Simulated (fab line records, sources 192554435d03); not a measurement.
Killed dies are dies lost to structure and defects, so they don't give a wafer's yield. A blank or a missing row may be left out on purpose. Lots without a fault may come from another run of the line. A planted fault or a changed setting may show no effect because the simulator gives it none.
Which tool did it? | flow n5_finfet | 11 lots, 30 wafers sampled, at 5 steps of a route of 1938

WHAT THE GAUGES READ, wafer by wafer
N5_SDB_THK_MEAS_31. Usual: SDB_THK 63.9 nm, standard deviation 1.3.
lot  | measured    | on            | SDB_THK (nm)   | flag
L357 | day 3 22:56 | film_metro-01 | 64.1 62.7 63.0 |
L360 | day 4 22:38 | film_metro-01 | 65.3 64.1      |
L362 | day 5 07:44 | film_metro-02 | 64.3 63.3 63.1 |
L363 | day 5 10:39 | film_metro-01 | 65.4 61.7 62.0 |
L366 | day 6 05:52 | film_metro-01 | 62.7 63.8      |
L369 | day 7 01:44 | film_metro-02 | 62.6 63.7      |
L370 | day 7 04:48 | film_metro-02 | 65.1 65.0 65.6 |
L376 | day 8 14:46 | film_metro-02 | 65.8 62.9 65.3 |
L378 | day 9 03:14 | film_metro-01 | 63.1 65.7 62.9 |
L379 | day 9 11:37 | film_metro-02 | 65.7 64.9 63.7 |
L380 | day 9 19:34 | film_metro-02 | 63.8 65.6 64.7 |

N5_HKMG_FIN_THK_MEAS_70: measures by xrf. Usual: HK_THK 1.593 nm, standard deviation 0.022.
lot  | measured    | on            | HK_THK (nm)       | flag
L357 | day 4 03:23 | film_metro-02 | 1.610 1.538 1.576 |
L360 | day 5 02:36 | film_metro-02 | 1.580 1.601       |
L362 | day 5 12:14 | film_metro-02 | 1.612 1.602 1.629 |
L363 | day 5 14:56 | film_metro-01 | 1.605 1.587 1.585 |
L366 | day 6 10:01 | film_metro-02 | 1.576 2.784       | OFF
L369 | day 7 05:53 | film_metro-02 | 1.573 2.826       | OFF
L370 | day 7 09:13 | film_metro-02 | 2.800 1.569 1.591 | OFF
L376 | day 8 18:50 | film_metro-02 | 1.575 1.610 1.590 |
L378 | day 9 07:34 | film_metro-02 | 1.579 1.579 1.578 |
L379 | day 9 15:54 | film_metro-01 | 1.596 1.579 1.606 |
L380 | day 9 23:39 | film_metro-02 | 1.562 1.541 1.547 |

WHICH TOOL RAN EACH LOT (tool, then ch and the chambers of the sampled wafers, then the start)
lot  | N5_SDB_ETCH_18                    | N5_DUMMY_REMOVAL_HM_STRIP_01      | N5_HKMG_FIN_HK_ALD_01
L357 | rie_diel-06 ch 0,1,2, day 3 19:05 | rie_diel-01 ch 0,2,3, day 3 22:59 | ald_hk-01 ch 2,3, day 3 23:35
L360 | rie_diel-06 ch 0, day 4 18:51     | rie_diel-03 ch 0,2, day 4 22:41   | ald_hk-03 ch 1,3, day 4 23:14
L362 | rie_diel-02 ch 0,1,3, day 5 03:59 | rie_diel-05 ch 0,1, day 5 07:48   | ald_hk-01 ch 2,3, day 5 08:21
L363 | rie_diel-02 ch 0,2,3, day 5 06:48 | rie_diel-03 ch 0,2,3, day 5 10:43 | ald_hk-03 ch 0,2,3, day 5 11:19
L366 | rie_diel-02 ch 0,1, day 6 01:26   | rie_diel-01 ch 0,1, day 6 05:56   | ald_hk-03 ch 0,2, day 6 06:29
L369 | rie_diel-06 ch 1,2, day 6 21:50   | rie_diel-03 ch 1,2, day 7 01:50   | ald_hk-03 ch 1,2, day 7 02:23
L370 | rie_diel-04 ch 0,1, day 7 01:03   | rie_diel-03 ch 1,2,3, day 7 04:52 | ald_hk-03 ch 0,1,2, day 7 05:25
L376 | rie_diel-02 ch 0,2,3, day 8 11:01 | rie_diel-01 ch 0,1,3, day 8 14:50 | ald_hk-02 ch 0,1,3, day 8 15:23
L378 | rie_diel-06 ch 0,1,3, day 8 23:19 | rie_diel-03 ch 0,2,3, day 9 03:20 | ald_hk-01 ch 1,2, day 9 03:56
L379 | rie_diel-04 ch 0,1,2, day 9 07:34 | rie_diel-01 ch 0,1, day 9 11:41   | ald_hk-02 ch 2,3, day 9 12:14
L380 | rie_diel-02 ch 0,1,3, day 9 15:26 | rie_diel-05 ch 0,3, day 9 19:38   | ald_hk-03 ch 0,1,2, day 9 20:11
- N5_SDB_ETCH_18: etches SOC in N2/H2, target depth 100 nm, overetch 20 nm, time 150 s.
- N5_DUMMY_REMOVAL_HM_STRIP_01: strips SiNx in CH3F/O2, stops on poly-Si, target depth 4 nm, time 6.8 s.
- N5_HKMG_FIN_HK_ALD_01: deposits HfO2, target thk 1.6 nm, pulse time 3 s, purge time 3 s.

WHAT THE TOOLS THEMSELVES READ (means of the sampled wafers that have a number; where no wafer has one, the mark that the record gives instead)
N5_SDB_ETCH_18. Usual: chamber_pressure_mTorr 30.001 mTorr, standard deviation 0.028; drypump_motor_current_A 6.0 A, standard deviation 0.52; oes_product_au 0.69 a.u., standard deviation 0.064; rf_fwd_power_W 837.2 W, standard deviation 2.5; rf_vpp_V 523.7 V, standard deviation 2.2; showerhead_plenum_p_Torr 2.54 Torr, standard deviation 0.083; throttle_valve_pct 17.80 %, standard deviation 0.22.
lot  | tool        | chamber_pressure_mTorr (mTorr) | drypump_motor_current_A (A) | oes_product_au (a.u.) | rf_fwd_power_W (W) | rf_vpp_V (V) | showerhead_plenum_p_Torr (Torr) | throttle_valve_pct (%) | flag
L357 | rie_diel-06 | 29.992                         | 5.7                         | 0.73                  | 835.0              | 523.4        | 2.54                            | 17.74                  |
L360 | rie_diel-06 | 29.997                         | 6.4                         | 0.72                  | 836.5              | 524.4        | 2.58                            | 17.73                  |
L362 | rie_diel-02 | 30.005                         | 6.3                         | 0.69                  | 836.9              | 523.8        | 2.50                            | 17.79                  |
L363 | rie_diel-02 | 30.000                         | 6.1                         | 0.64                  | 839.3              | 522.8        | 2.47                            | 17.79                  |
L366 | rie_diel-02 | 30.034                         | 6.0                         | 0.72                  | 839.5              | 522.5        | 2.50                            | 17.62                  |
L369 | rie_diel-06 | 29.962                         | 5.3                         | 0.71                  | 836.0              | 522.4        | 2.50                            | 17.80                  |
L370 | rie_diel-04 | 29.996                         | 5.9                         | 0.75                  | 838.4              | 526.3        | 2.68                            | 18.03                  |
L376 | rie_diel-02 | 30.038                         | 6.2                         | 0.63                  | 838.8              | 522.6        | 2.46                            | 17.83                  |
L378 | rie_diel-06 | 30.005                         | 6.2                         | 0.70                  | 836.0              | 524.7        | 2.56                            | 17.78                  |
L379 | rie_diel-04 | 30.001                         | 5.9                         | 0.78                  | 839.0              | 526.6        | 2.66                            | 17.82                  |
L380 | rie_diel-02 | 29.996                         | 6.3                         | 0.67                  | 837.4              | 523.7        | 2.49                            | 17.86                  |

N5_DUMMY_REMOVAL_HM_STRIP_01. Usual: CH3F_flow_sccm 30.00 sccm, standard deviation 0.078; chamber_pressure_mTorr 30.00 mTorr, standard deviation 0.036; drypump_motor_current_A 5.8 A, standard deviation 0.46; oes_product_au 0.69 a.u., standard deviation 0.067; rf_vpp_V 127.4 V, standard deviation 0.94; showerhead_plenum_p_Torr 2.01 Torr, standard deviation 0.059; throttle_valve_pct 16.20 %, standard deviation 0.19.
lot  | tool        | CH3F_flow_sccm (sccm) | chamber_pressure_mTorr (mTorr) | drypump_motor_current_A (A) | oes_product_au (a.u.) | rf_vpp_V (V) | showerhead_plenum_p_Torr (Torr) | throttle_valve_pct (%) | flag
L357 | rie_diel-01 | 29.99                 | 29.99                          | 5.6                         | 0.62                  | 126.1        | 2.01                            | 16.42                  |
L360 | rie_diel-03 | 30.04                 | 29.98                          | 5.9                         | 0.68                  | 127.6        | 2.02                            | 16.19                  |
L362 | rie_diel-05 | 30.04                 | 29.97                          | 5.4                         | 0.58                  | 127.0        | 1.96                            | 16.23                  |
L363 | rie_diel-03 | 29.97                 | 30.03                          | 6.1                         | 0.71                  | 127.3        | 2.07                            | 16.17                  |
L366 | rie_diel-01 | 29.93                 | 29.99                          | 5.5                         | 0.76                  | 127.0        | 1.98                            | 16.01                  |
L369 | rie_diel-03 | 29.92                 | 29.99                          | 6.2                         | 0.65                  | 127.6        | 2.00                            | 16.25                  |
L370 | rie_diel-03 | 30.01                 | 30.01                          | 6.3                         | 0.68                  | 128.6        | 2.05                            | 16.21                  |
L376 | rie_diel-01 | 30.07                 | 29.99                          | 5.6                         | 0.71                  | 128.9        | 2.00                            | 16.16                  |
L378 | rie_diel-03 | 29.91                 | 30.00                          | 6.1                         | 0.67                  | 127.3        | 2.06                            | 16.22                  |
L379 | rie_diel-01 | 30.06                 | 29.98                          | 5.5                         | 0.70                  | 126.9        | 1.97                            | 16.09                  |
L380 | rie_diel-05 | 30.05                 | 30.02                          | 5.3                         | 0.58                  | 127.3        | 1.96                            | 16.42                  |

N5_HKMG_FIN_HK_ALD_01. Usual: precursor_pulse_height_rel 1.002, standard deviation 0.021.
lot  | tool      | precursor_pulse_height_rel | flag
L357 | ald_hk-01 | 1.008                      |
L360 | ald_hk-03 | 1.006                      |
L362 | ald_hk-01 | 0.996                      |
L363 | ald_hk-03 | 1.006                      |
L366 | ald_hk-03 | 1.036                      |
L369 | ald_hk-03 | 1.019                      |
L370 | ald_hk-03 | 0.991                      |
L376 | ald_hk-02 | 0.996                      |
L378 | ald_hk-01 | 0.995                      |
L379 | ald_hk-02 | 1.027                      |
L380 | ald_hk-03 | 1.002                      |

THE ANSWER, worked out from the rows above alone
Rule: a lot is off if the mean of its wafers that have a number lies more than 3 standard deviations from the usual mean. A lot without any number at a reading at which 4 lots or more have one is off too. The other lots that the step has rows for count as sound. The gauges are gone through in route order, then the tools' own readings, and for those a lot's mean is taken as printed above. The first step at which some lot is off is used, and at that step the reading that is off furthest; a lot without a number counts as furthest.
Off: L366, L369, L370, at N5_HKMG_FIN_THK_MEAS_70 (HK_THK).
A tool fits if, at a process step before that reading, it ran every lot that is off, and no sound lot after the first of them. The gauges at N5_HKMG_FIN_THK_MEAS_70 are tried like those tools. None of those tried fits.

WHAT THE SIMULATOR HAD PUT IN
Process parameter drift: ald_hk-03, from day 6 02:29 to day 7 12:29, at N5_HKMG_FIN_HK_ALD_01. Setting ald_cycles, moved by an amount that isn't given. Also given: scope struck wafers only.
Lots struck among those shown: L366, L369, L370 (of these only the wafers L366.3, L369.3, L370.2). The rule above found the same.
